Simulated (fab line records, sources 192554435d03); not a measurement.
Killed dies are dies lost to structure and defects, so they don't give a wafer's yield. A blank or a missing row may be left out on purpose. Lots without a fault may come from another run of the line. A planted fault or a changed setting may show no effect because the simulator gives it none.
fab line records | flow n5_finfet
record lots=6 wafers=18 last_day=17
route steps=1938 shown HKMG_FIN@444 BEOL_M4@1111 PASSIVATION@1936
lots that met no fault: from a run of the same line without faults
start_h: hours from the record's first day to the start of the lot's first wafer shown | wait_h: hours since the lot's step before | " the same as in the row above | L1.1+2: a row that stands for several wafers | - no value, or no start given | * or withheld: withheld | < > ~ a bound
route shown NAME@n: a module of which the file shows steps, and the number in the route of the first | usual: mean/standard deviation of fault-free wafers | same: alike in all rows | chamber/n: place in a boat | sites: the reading at each site | _std_site: their standard deviation | _edge_site: outer sites' mean less inner sites' | radius_mm: how far each site lies from the wafer's centre | mask NAME#n: copy n | behind: the tool/chamber that last shaped the wafer | hold: why the lot was held/for how many hours/how that ended | device: the transistor (n, p or np) that didn't switch | end of line: the same wafers' tests at the end of the route | a step without rows: its recipe alone | killed: dies lost to structure and defects at the first sort, not the wafer's yield | map: a wafer's dies, x killed, . not, _ none there
set.NAME: the setting as run; set.NAME@STEP: as run at that earlier step | model.NAME: the simulator's own value behind a step, which no gauge read
lots at some steps of the route; a table a step, a row a wafer
services: from which hour (start_h, from the record's first day; less than 0 if before it) a tool's chamber was out of use, for how many hours, and why
## steps
# step N5_HKMG_FIN_ETCH_86
# recipe chemistry=N2/H2 target=SOC target_depth_a=3932 stop_on=TiN ion_energy_ev=100 bias_w=61 pressure_mtorr=30 source_w=850 n2_flow_sccm=200 h2_flow_sccm=200
# step N5_HKMG_FIN_STRIP_89
# recipe chemistry=N2/H2 material=SOC time_s=20 power_w=500 temp_c=40 pressure_mtorr=50 rf_frequency_hz=6e+07 bias_power_w=8 h2_frac=0.5 n2_flow_sccm=300 h2_flow_sccm=300
# usual drypump_motor_current_A=5.5/0.37 oes_product_au=0.77/0.095 rf_vpp_V=54.3/0.73 showerhead_plenum_p_Torr=3.35/0.12 throttle_valve_pct=18.9/0.33
# columns lot.wafer tool chamber start_h wait_h drypump_motor_current_A oes_product_au rf_hours_counter_h rf_vpp_V showerhead_plenum_p_Torr throttle_valve_pct
L826.1 rie_diel-04 1 94.43 0.0 5.6 0.70 208 53.3 3.21 19.4
L826.5 " 1 " " 5.6 0.69 - 53.8 3.21 19.4
L826.6 " 0 " " 6.0 0.66 - 54.4 3.44 18.7
L830.1 rie_diel-05 2 118.87 0.0 5.7 0.81 124 53.7 3.13 19.5
L830.2 " 1 " " 5.6 0.80 53 55.0 3.28 18.9
L830.5 " 2 " " 5.7 0.81 - 53.8 3.13 19.5
L832.1 rie_diel-05 1 128.60 0.0 5.6 0.79 56 55.2 3.28 19.0
L832.3 " 0 " " 4.9 0.72 181 53.6 3.23 19.1
L832.4 " 3 " " 5.0 0.73 203 53.5 3.45 18.6
L836.3 rie_diel-05 2 162.95 0.0 5.7 0.78 140 53.8 3.12 19.6
L836.5 " 2 " " 5.7 0.78 - 53.8 3.12 19.6
L836.6 " 1 " " 5.6 0.78 - 54.5 3.27 19.0
L838.2 rie_diel-04 2 175.31 0.0 5.7 0.67 235 55.8 3.41 19.0
L838.3 " 0 " " 6.0 0.91 7 53.8 3.43 18.4
L838.5 " 0 " " 6.0 0.93 - 55.2 3.43 18.4
L846.1 rie_diel-04 0 216.49 0.0 6.1 0.86 24 55.1 3.42 18.5
L846.2 " 3 " " 5.1 0.93 13 55.6 3.45 18.6
L846.4 " 0 " " 6.0 0.87 - 54.3 3.42 18.4
# step N5_HKMG_FIN_WET_ETCH_87
# recipe chemistry=SC1 target=TiN mix=1:2:40 temp_c=50 time_s=154.2 target_depth_nm=4.7 dry=ipa_marangoni rinse_time_s=30 rinse_temp_c=23
# step N5_HKMG_FIN_STRIP_88
# recipe chemistry=N2/H2 power_w=2500 temp_c=300 h2_frac=0.65 time_s=360 pressure_mtorr=withheld n2_flow_sccm=1750 h2_flow_sccm=3250
# usual drypump_motor_current_A=5.8/0.84 heater_power_w=455/18
# columns lot.wafer tool chamber start_h wait_h drypump_motor_current_A heater_power_w rf_hours_counter_h
L826.1 plasma_asher-01 1 94.62 0.0 6.5 453 86
L826.5 " 0 " " 5.4 475 -
L826.6 " 1 " " 6.6 454 -
L830.1 plasma_asher-01 1 119.06 0.0 6.6 436 91
L830.2 " 0 " " 5.4 480 91
L830.5 " 1 " " 6.6 461 -
L832.1 plasma_asher-02 0 128.79 0.0 6.7 469 50
L832.3 " 1 " " 4.8 427 -
L832.4 " 0 " " 6.7 463 -
L836.3 plasma_asher-01 0 163.26 0.1 5.4 483 -
L836.5 " 1 " " 6.6 453 -
L836.6 " 0 " " 5.4 481 -
L838.2 plasma_asher-02 1 175.50 0.0 4.8 431 59
L838.3 " 1 " " 4.8 428 -
L838.5 " 1 " " 4.8 433 -
L846.1 plasma_asher-02 1 216.67 0.0 4.8 424 68
L846.2 " 0 " " 6.7 457 68
L846.4 " 0 " " 6.7 455 -
# step N5_HKMG_FIN_NWFM_ALD_20
# recipe material=TiAlC target_thk_a=20 temp_c=300 ald_precursor_family=TiCl4 ald_co_reactant=TEA pulse_time_s=3 purge_time_s=2 co_reactant_purge_time_s=2 co_reactant_pulse_time_s=10 ald_cycles=7 pressure_torr=3
# usual chamber_pressure_Torr=3.000/0.0063 heater_power_w=500/85 precursor_pulse_height_rel=1.000/0.021
# same ald_cycles=7
# columns lot.wafer tool chamber start_h wait_h chamber_pressure_Torr heater_power_w precursor_pulse_height_rel
L826.1 ald_metal-03 2 95.01 0.3 3.002 446 1.009
L826.5 " 2 " " 3.000 442 0.998
L826.6 " 3 " " 3.002 468 0.966
L830.1 ald_metal-04 2 119.44 0.3 2.995 589 0.994
L830.2 " 1 " " 3.007 513 0.991
L830.5 " 2 " " 2.989 590 0.991
L832.1 ald_metal-01 3 129.18 0.3 2.995 401 1.023
L832.3 " 1 " " 2.997 658 1.017
L832.4 " 0 " " 3.005 402 0.992
L836.3 ald_metal-03 0 163.52 0.1 3.005 591 1.011
L836.5 " 1 " " 3.006 482 1.005
L836.6 " 2 " " 3.003 440 1.014
L838.2 ald_metal-03 1 175.89 0.3 2.999 469 0.989
L838.3 " 3 " " 2.998 482 1.013
L838.5 " 1 " " 3.009 463 0.988
L846.1 ald_metal-03 2 217.06 0.3 2.996 434 0.979
L846.2 " 1 " " 2.988 473 0.974
L846.4 " 3 " " 3.007 472 0.985
# step N5_HKMG_FIN_ALD_71
# recipe material=TiN target_thk_a=10 temp_c=400 ald_precursor_family=TiCl4 ald_co_reactant=NH3 pulse_time_s=1 purge_time_s=3 co_reactant_purge_time_s=2 co_reactant_pulse_time_s=2 ald_cycles=47 pressure_torr=3
# step N5_HKMG_FIN_COAT_66
# recipe resist=SOC temp_c=250 time_s=60 spin_rpm=1500 resist_thk_nm=300
# step N5_HKMG_FIN_ETCH_67
# recipe chemistry=N2/H2 target=SOC target_depth_a=3889 stop_on=TiN ion_energy_ev=100 bias_w=61 pressure_mtorr=30 source_w=850 n2_flow_sccm=200 h2_flow_sccm=200
# step N5_HKMG_FIN_STRIP_90
# recipe chemistry=N2/H2 material=SOC time_s=20 power_w=500 temp_c=40 pressure_mtorr=50 rf_frequency_hz=6e+07 bias_power_w=8 h2_frac=0.5 n2_flow_sccm=300 h2_flow_sccm=300
# usual drypump_motor_current_A=5.5/0.38 oes_product_au=0.77/0.079 rf_vpp_V=54.2/0.86 showerhead_plenum_p_Torr=3.34/0.11 throttle_valve_pct=18.9/0.33
# columns lot.wafer tool chamber start_h wait_h drypump_motor_current_A oes_product_au rf_hours_counter_h rf_vpp_V showerhead_plenum_p_Torr throttle_valve_pct
L826.1 rie_diel-01 2 95.51 0.0 5.4 0.89 40 55.7 3.40 18.4
L826.5 " 1 " " 5.2 0.79 - 54.8 3.37 18.9
L826.6 " 0 " " 6.0 0.95 - 53.8 3.28 18.8
L830.1 rie_diel-05 0 119.94 0.0 4.9 0.73 178 54.2 3.23 19.1
L830.2 " 3 " " 5.0 0.73 200 55.8 3.45 18.6
L830.5 " 0 " " 4.9 0.73 - 55.1 3.23 19.1
L832.1 rie_diel-01 0 129.69 0.0 6.0 0.90 19 54.3 3.27 18.8
L832.3 " 3 " " 5.9 0.70 186 55.7 3.48 19.2
L832.4 " 1 " " 5.2 0.75 133 54.5 3.36 18.9
L836.3 rie_diel-05 0 164.06 0.0 4.9 0.71 190 55.6 3.23 19.1
L836.5 " 2 " " 5.7 0.79 - 52.9 3.12 19.6
L836.6 " 1 " " 5.5 0.78 - 53.6 3.27 19.0
L838.2 rie_diel-01 1 176.39 0.0 5.2 0.75 150 54.3 3.35 18.9
L838.3 " 3 " " 5.9 0.69 204 52.5 3.47 19.2
L838.5 " 1 " " 5.2 0.75 - 54.1 3.35 18.9
L846.1 rie_diel-01 3 217.58 0.0 5.9 0.68 213 54.5 3.47 19.2
L846.2 " 2 " " 5.4 0.82 86 52.3 3.37 18.5
L846.4 " 1 " " 5.2 0.73 167 53.9 3.34 18.9
# step N5_HKMG_FIN_WET_ETCH_73
# recipe chemistry=SC1 mix=1:2:40 temp_c=50 time_s=42.3 target_depth_nm=1.3 dry=ipa_marangoni rinse_time_s=30 rinse_temp_c=23
# step N5_HKMG_FIN_ETCHBACK_68
# recipe chemistry=Cl2/Ar stop_on=HfO2 target_depth_a=5 pressure_mtorr=10 icp_w=600 bias_w=60 Cl2_flow_sccm=40 Ar_flow_sccm=60
# step N5_HKMG_FIN_STRIP_69
# recipe chemistry=N2/H2 power_w=2500 temp_c=300 h2_frac=0.65 time_s=360 pressure_mtorr=withheld n2_flow_sccm=1750 h2_flow_sccm=3250
# usual drypump_motor_current_A=5.9/0.79 heater_power_w=457/17
# columns lot.wafer tool chamber start_h wait_h drypump_motor_current_A heater_power_w rf_hours_counter_h
L826.1 plasma_asher-01 1 95.80 0.1 6.5 454 87
L826.5 " 1 " " 6.6 448 -
L826.6 " 0 " " 5.4 465 -
L830.1 plasma_asher-01 1 120.24 0.1 6.6 463 91
L830.2 " 0 " " 5.4 479 91
L830.5 " 0 " " 5.4 482 -
L832.1 plasma_asher-01 0 130.03 0.1 5.4 484 93
L832.3 " 1 " " 6.6 454 -
L832.4 " 0 " " 5.4 475 -
L836.3 plasma_asher-01 0 164.48 0.2 5.4 476 -
L836.5 " 0 " " 5.4 473 -
L836.6 " 1 " " 6.6 470 -
L838.2 plasma_asher-01 0 176.70 0.1 5.4 480 100
L838.3 " 1 " " 6.6 447 -
L838.5 " 1 " " 6.6 440 -
L846.1 plasma_asher-01 0 217.88 0.1 5.4 470 109
L846.2 " 1 " " 6.6 446 109
L846.4 " 0 " " 5.4 473 -
# step N5_HKMG_FIN_ALD_21
# recipe material=TiN target_thk_a=15 temp_c=400 ald_precursor_family=TiCl4 ald_co_reactant=NH3 pulse_time_s=1 purge_time_s=3 co_reactant_purge_time_s=2 co_reactant_pulse_time_s=2 ald_cycles=68 pressure_torr=3
# usual ald_cycles=68/0 chamber_pressure_Torr=3.000/0.0068 heater_power_w=911/130 precursor_pulse_height_rel=1.000/0.019
# columns lot.wafer tool chamber start_h wait_h ald_cycles chamber_pressure_Torr heater_power_w precursor_pulse_height_rel
L826.1 ald_metal-04 0 96.19 0.3 68 3.001 953 1.011
L826.5 " 3 " " 68 3.002 844 0.970
L826.6 " 0 " " 68 2.999 1000 1.015
L830.1 ald_metal-04 3 120.63 0.3 68 2.992 854 0.989
L830.2 " 2 " " 68 2.990 1082 1.022
L830.5 " 0 " " 68 2.994 945 1.005
L832.1 ald_metal-03 2 130.41 0.3 68 3.010 806 1.004
L832.3 " 0 " " 68 2.992 1059 0.979
L832.4 " 3 " " 68 3.008 830 1.010
L836.3 ald_metal-03 0 164.75 0.1 - - - -
L836.5 " 0 " " - - - -
L836.6 " 3 " " - - - -
L838.2 ald_metal-04 1 177.08 0.3 - - - -
L838.3 " 0 " " - - - -
L838.5 " 3 " " - - - -
L846.1 ald_metal-01 2 218.26 0.3 68 3.013 837 1.002
L846.2 " 3 " " 68 2.988 697 0.995
L846.4 " 0 " " 68 3.008 735 1.003
# step N5_HKMG_FIN_ALD_72
# recipe material=W target_thk_a=20 temp_c=300 pressure_torr=7.5 ald_precursor_family=WF6 ald_co_reactant=B2H6 pulse_time_s=1 purge_time_s=2 co_reactant_purge_time_s=2 co_reactant_pulse_time_s=3 ald_cycles=7
# step N5_BEOL_M4_RC_MEAS_101
# usual DIBL_N=36.1/2 DIBL_P=36.3/2.4 IOFF_N=0.15/0.035 IOFF_P=0.21/0.039 ION_N=672/15 ION_P=463/9.7 SS_N=71.5/0.7 SS_P=73.2/0.75 VT_N=251/3.6 VT_P=-250/3.8
# columns lot.wafer tool chamber start_h wait_h DIBL_N[mV/V] DIBL_P[mV/V] IOFF_N[nA/um] IOFF_P[nA/um] ION_N[uA/um] ION_P[uA/um] SS_N[mV/dec] SS_P[mV/dec] VT_N[mV] VT_P[mV]
L826.1 prober-02 0 191.87 0.0 35.9 38.5 0.14 0.18 668 455 71.6 73.0 250 -256
L826.5 " 0 " " 34.9 37.1 0.12 0.16 656 446 70.9 73.8 254 -259
L826.6 " 0 " " 34.2 35.8 0.11 0.14 664 453 71.4 73.5 254 -258
L830.1 prober-01 0 214.21 0.5 38.2 39.3 0.22 0.26 686 465 72.3 73.7 244 -246
L830.2 " 0 " " 33.8 33.7 0.13 0.19 679 464 71.3 72.3 251 -248
L830.5 " 0 " " 34.5 35.1 0.15 0.20 671 459 71.5 73.7 248 -248
L832.1 prober-02 0 221.81 0.0 33.9 32.0 0.11 0.17 651 458 71.1 72.3 255 -247
L832.3 " 0 " " 34.9 33.6 0.13 0.21 666 465 70.6 72.7 254 -247
L832.4 " 0 " " 33.7 32.1 0.11 0.19 639 456 70.9 72.5 258 -247
L846.1 prober-02 0 306.59 0.0 37.4 37.0 0.18 0.25 682 466 71.8 73.7 247 -246
L846.2 " 0 " " 34.5 33.2 0.13 0.19 672 467 70.8 72.8 253 -248
L846.4 " 0 " " 35.6 34.8 0.14 0.21 681 475 71.1 73.0 249 -248
# step N5_PASSIVATION_PROBE_49
# usual defect_limited_yield=91.1/1.6 killed_at_M0_to_M3=35/11 killed_at_M4_up=13/5.4 killed_at_contacts=13/6.5 killed_at_front_end=40/14 killed_at_other=4/3.1 killed_dies=105/18 killed_on_rim=14/4.1 killed_open=69/14 killed_short=34/7.3 sort_bin_5_function=5.2/0.96 sort_bin_6_memory=3.4/0.77 sort_bin_8_speed=0.02/0.13 sort_n_pass=1075/19 sort_yield_pct=91.1/1.6
# same gross_dies=1180 killed_at_back_side=0 sort_bin_4_leakage[%]=0
# columns lot.wafer tool chamber start_h wait_h defect_limited_yield[%] killed_at_M0_to_M3 killed_at_M4_up killed_at_contacts killed_at_front_end killed_at_other killed_dies killed_on_rim killed_open killed_short sort_bin_5_function[%] sort_bin_6_memory[%] sort_bin_8_speed[%] sort_n_pass sort_yield_pct[%]
L836.3 prober-02 - 367.98 0.1 0 39 15 12 1112 2 1180 152 67 27 96.8 3.1 0 0 0
L836.5 prober-02 - 368.08 0.2 0 46 22 13 1095 4 1180 152 88 32 95.3 4.2 0 0 0
L836.6 prober-02 - 368.13 0.3 0 49 19 9 1098 5 1180 152 64 41 95.5 4.2 0 0 0
L838.2 prober-01 - 370.03 0.1 0 33 14 31 1097 5 1180 152 59 41 96.8 2.9 0 0 0
L838.3 prober-01 - 370.08 0.1 0 42 7 15 1104 12 1180 152 67 31 96.9 2.8 0 0 0
L838.5 prober-01 - 370.18 0.2 0 23 18 24 1110 5 1180 152 67 32 97.4 2.5 0 0 0
L846.1 prober-02 - 413.80 0.0 91.5 30 16 6 42 6 100 8 67 28 4.3 3.5 0 1080 91.5
L846.2 prober-02 - 413.85 0.1 93.6 14 19 12 31 0 76 8 56 19 4.2 2.2 0 1104 93.6
L846.4 prober-02 - 413.95 0.2 91.5 31 15 7 47 0 100 15 66 31 5.1 3.1 0 1080 91.5
# killed by level:class
L836.3 HKMG_FIN:area_ald=1085 BEOL_M1:geometric_particle:open=17 MOL_CONTACT_COAG:geometric_particle:open=8 FIN_SAQP:geometric_particle:open=7 BEOL_M2:geometric_particle:open=6 BEOL_M4:geometric_particle:open=5 BEOL_M5:geometric_particle:open=5 FIN_SAQP:geometric_particle:short=4
L836.5 HKMG_FIN:area_ald=1060 BEOL_M1:geometric_particle:open=22 STI_FIN_REVEAL:geometric_particle:open=14 BEOL_M4:geometric_particle:open=10 BEOL_M0_SAQP:geometric_particle:short=8 MOL_CONTACT_COAG:geometric_particle:open=7 BEOL_M2:geometric_particle:open=7 MOL_CONTACT_COAG:geometric_particle:short=6
L836.6 HKMG_FIN:area_ald=1074 BEOL_M0_SAQP:geometric_particle:short=15 BEOL_M0_SAQP:geometric_particle:open=11 MOL_CONTACT_COAG:geometric_particle:open=9 BEOL_M2:geometric_particle:open=9 FIN_SAQP:geometric_particle:open=8 BEOL_M1:geometric_particle:open=6 BEOL_M4:geometric_particle:open=5
L838.2 HKMG_FIN:area_ald=1080 MOL_CONTACT_COAG:geometric_particle:short=16 MOL_CONTACT_COAG:geometric_particle:open=15 BEOL_M3:geometric_particle:open=12 BEOL_M0_SAQP:geometric_particle:short=7 FIN_SAQP:geometric_particle:short=6 BEOL_M5:geometric_particle:open=6 STI_FIN_REVEAL:geometric_particle:open=4
L838.3 HKMG_FIN:area_ald=1079 MOL_CONTACT_COAG:geometric_particle:open=14 BEOL_M0_SAQP:geometric_particle:open=8 BEOL_M1:geometric_particle:open=8 BEOL_M2:geometric_particle:open=7 FIN_SAQP:geometric_particle:short=6 BEOL_M3:geometric_particle:open=6 MIM_TOP_ETCH:geometric_particle:open=6
L838.5 HKMG_FIN:area_ald=1080 MOL_CONTACT_COAG:geometric_particle:open=22 FIN_SAQP:geometric_particle:short=12 BEOL_M4:geometric_particle:open=7 STI_FIN_REVEAL:geometric_particle:open=6 BEOL_M0_SAQP:geometric_particle:open=6 BEOL_M0_SAQP:geometric_particle:short=6 FIN_SAQP:geometric_particle:open=5
L846.1 FIN_SAQP:geometric_particle:open=12 BEOL_M1:geometric_particle:open=9 STI_FIN_REVEAL:geometric_particle:open=8 BEOL_M0:geometric_particle:open=6 BEOL_M5:geometric_particle:open=5 FIN_SAQP:geometric_particle:short=4 DUMMY_GATE:geometric_particle:open=3 GATE_CUT:geometric_particle:short=3
L846.2 MOL_CONTACT_COAG:geometric_particle:open=11 FIN_SAQP:geometric_particle:open=7 DUMMY_GATE:geometric_particle:open=7 BEOL_M5:geometric_particle:open=5 BEOL_M3:geometric_particle:open=4 BEOL_M4:geometric_particle:open=4 STARTING-WAFER:geometric_particle:open=4 BEOL_M0_SAQP:geometric_particle:short=3
L846.4 STI_FIN_REVEAL:geometric_particle:open=12 BEOL_M0_SAQP:geometric_particle:open=10 FIN_SAQP:geometric_particle:open=9 GATE_CUT:geometric_particle:short=8 BEOL_M0_SAQP:geometric_particle:short=8 DUMMY_GATE:geometric_particle:open=6 BEOL_M5:geometric_particle:open=5 BEOL_M4:geometric_particle:short=4
# map L836.3 (x killed, . not)
_________________xxxxxxxxxxxx________________
______________xxxxxxxxxxxxxxxxxx_____________
___________xxxxxxxxxxxxxxxxxxxxxxxx__________
__________xxxxxxxxxxxxxxxxxxxxxxxxxx_________
________xxxxxxxxxxxxxxxxxxxxxxxxxxxxxx_______
_______xxxxxxxxxxxxxxxxxxxxxxxxxxxxxxxx______
______xxxxxxxxxxxxxxxxxxxxxxxxxxxxxxxxxx_____
_____xxxxxxxxxxxxxxxxxxxxxxxxxxxxxxxxxxxx____
____xxxxxxxxxxxxxxxxxxxxxxxxxxxxxxxxxxxxxx___
___xxxxxxxxxxxxxxxxxxxxxxxxxxxxxxxxxxxxxxxx__
___xxxxxxxxxxxxxxxxxxxxxxxxxxxxxxxxxxxxxxxx__
__xxxxxxxxxxxxxxxxxxxxxxxxxxxxxxxxxxxxxxxxxx_
__xxxxxxxxxxxxxxxxxxxxxxxxxxxxxxxxxxxxxxxxxx_
_xxxxxxxxxxxxxxxxxxxxxxxxxxxxxxxxxxxxxxxxxxxx
_xxxxxxxxxxxxxxxxxxxxxxxxxxxxxxxxxxxxxxxxxxxx
_xxxxxxxxxxxxxxxxxxxxxxxxxxxxxxxxxxxxxxxxxxxx
_xxxxxxxxxxxxxxxxxxxxxxxxxxxxxxxxxxxxxxxxxxxx
_xxxxxxxxxxxxxxxxxxxxxxxxxxxxxxxxxxxxxxxxxxxx
_xxxxxxxxxxxxxxxxxxxxxxxxxxxxxxxxxxxxxxxxxxxx
_xxxxxxxxxxxxxxxxxxxxxxxxxxxxxxxxxxxxxxxxxxxx
_xxxxxxxxxxxxxxxxxxxxxxxxxxxxxxxxxxxxxxxxxxxx
__xxxxxxxxxxxxxxxxxxxxxxxxxxxxxxxxxxxxxxxxxx_
__xxxxxxxxxxxxxxxxxxxxxxxxxxxxxxxxxxxxxxxxxx_
___xxxxxxxxxxxxxxxxxxxxxxxxxxxxxxxxxxxxxxxx__
___xxxxxxxxxxxxxxxxxxxxxxxxxxxxxxxxxxxxxxxx__
____xxxxxxxxxxxxxxxxxxxxxxxxxxxxxxxxxxxxxx___
_____xxxxxxxxxxxxxxxxxxxxxxxxxxxxxxxxxxxx____
______xxxxxxxxxxxxxxxxxxxxxxxxxxxxxxxxxx_____
_______xxxxxxxxxxxxxxxxxxxxxxxxxxxxxxxx______
________xxxxxxxxxxxxxxxxxxxxxxxxxxxxxx_______
__________xxxxxxxxxxxxxxxxxxxxxxxxxx_________
___________xxxxxxxxxxxxxxxxxxxxxxxx__________
______________xxxxxxxxxxxxxxxxxx_____________
_________________xxxxxxxxxxxx________________
# map L838.2 (x killed, . not)
_________________xxxxxxxxxxxx________________
______________xxxxxxxxxxxxxxxxxx_____________
___________xxxxxxxxxxxxxxxxxxxxxxxx__________
__________xxxxxxxxxxxxxxxxxxxxxxxxxx_________
________xxxxxxxxxxxxxxxxxxxxxxxxxxxxxx_______
_______xxxxxxxxxxxxxxxxxxxxxxxxxxxxxxxx______
______xxxxxxxxxxxxxxxxxxxxxxxxxxxxxxxxxx_____
_____xxxxxxxxxxxxxxxxxxxxxxxxxxxxxxxxxxxx____
____xxxxxxxxxxxxxxxxxxxxxxxxxxxxxxxxxxxxxx___
___xxxxxxxxxxxxxxxxxxxxxxxxxxxxxxxxxxxxxxxx__
___xxxxxxxxxxxxxxxxxxxxxxxxxxxxxxxxxxxxxxxx__
__xxxxxxxxxxxxxxxxxxxxxxxxxxxxxxxxxxxxxxxxxx_
__xxxxxxxxxxxxxxxxxxxxxxxxxxxxxxxxxxxxxxxxxx_
_xxxxxxxxxxxxxxxxxxxxxxxxxxxxxxxxxxxxxxxxxxxx
_xxxxxxxxxxxxxxxxxxxxxxxxxxxxxxxxxxxxxxxxxxxx
_xxxxxxxxxxxxxxxxxxxxxxxxxxxxxxxxxxxxxxxxxxxx
_xxxxxxxxxxxxxxxxxxxxxxxxxxxxxxxxxxxxxxxxxxxx
_xxxxxxxxxxxxxxxxxxxxxxxxxxxxxxxxxxxxxxxxxxxx
_xxxxxxxxxxxxxxxxxxxxxxxxxxxxxxxxxxxxxxxxxxxx
_xxxxxxxxxxxxxxxxxxxxxxxxxxxxxxxxxxxxxxxxxxxx
_xxxxxxxxxxxxxxxxxxxxxxxxxxxxxxxxxxxxxxxxxxxx
__xxxxxxxxxxxxxxxxxxxxxxxxxxxxxxxxxxxxxxxxxx_
__xxxxxxxxxxxxxxxxxxxxxxxxxxxxxxxxxxxxxxxxxx_
___xxxxxxxxxxxxxxxxxxxxxxxxxxxxxxxxxxxxxxxx__
___xxxxxxxxxxxxxxxxxxxxxxxxxxxxxxxxxxxxxxxx__
____xxxxxxxxxxxxxxxxxxxxxxxxxxxxxxxxxxxxxx___
_____xxxxxxxxxxxxxxxxxxxxxxxxxxxxxxxxxxxx____
______xxxxxxxxxxxxxxxxxxxxxxxxxxxxxxxxxx_____
_______xxxxxxxxxxxxxxxxxxxxxxxxxxxxxxxx______
________xxxxxxxxxxxxxxxxxxxxxxxxxxxxxx_______
__________xxxxxxxxxxxxxxxxxxxxxxxxxx_________
___________xxxxxxxxxxxxxxxxxxxxxxxx__________
______________xxxxxxxxxxxxxxxxxx_____________
_________________xxxxxxxxxxxx________________
## services
# columns tool chamber start_h hours kind
rie_diel-01 1 81.27 3.3 repair
rie_diel-04 - 81.92 2.8 pm
rie_diel-04 0 146.67 - clean
rie_diel-04 0 146.67 - consumable_replace:focus_ring
rie_diel-04 0 146.67 13.9 scheduled_down
rie_diel-04 0 146.67 13.9 vent_cycle
rie_diel-05 0 148.21 4.6 repair
rie_diel-04 3 160.57 - clean
rie_diel-04 3 160.57 - consumable_replace:focus_ring
rie_diel-04 3 160.57 28.2 scheduled_down
rie_diel-04 3 160.57 28.2 vent_cycle
plasma_asher-01 - 195.21 4.3 pm
rie_diel-01 3 195.47 16.5 repair
rie_diel-04 1 196.86 - clean
rie_diel-04 1 196.86 - consumable_replace:focus_ring
rie_diel-04 1 196.86 - consumable_replace:showerhead
rie_diel-04 1 196.86 14.6 scheduled_down
rie_diel-04 1 196.86 14.6 vent_cycle
rie_diel-04 0 199.60 4.3 repair
rie_diel-04 2 211.62 - clean
rie_diel-04 2 211.62 - consumable_replace:focus_ring
rie_diel-04 2 211.62 19.5 scheduled_down
rie_diel-04 2 211.62 19.5 vent_cycle
## key
first_sign step=N5_HKMG_FIN_ALD_21 reading=tool_record direction=missing
effect step=N5_PASSIVATION_PROBE_49 reading=sort_bin_5_function direction=up sigmas=95 usual=5.2 struck=96.5
more_kills_born_at N5_HKMG_FIN_ALD_21@ald_metal-04=3239 N5_HKMG_FIN_ALD_21@ald_metal-03=3219
met_at N5_HKMG_FIN_ALD_21
struck_wafers L836.3,L836.5,L836.6,L838.2,L838.3,L838.5
later_rows_left_out L836.3,L836.5,L836.6,L838.2,L838.3,L838.5
onset_between 130.41 164.75
fault kind=skipped_step_whole tool=ald_metal-03,ald_metal-04 chamber=- onset_h=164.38 steps=N5_HKMG_FIN_ALD_21 scope=struck_lots_only
# later_rows_left_out: the simulator's readings of these wafers behind a module that went badly wrong aren't trusted and aren't shown, but for the sort
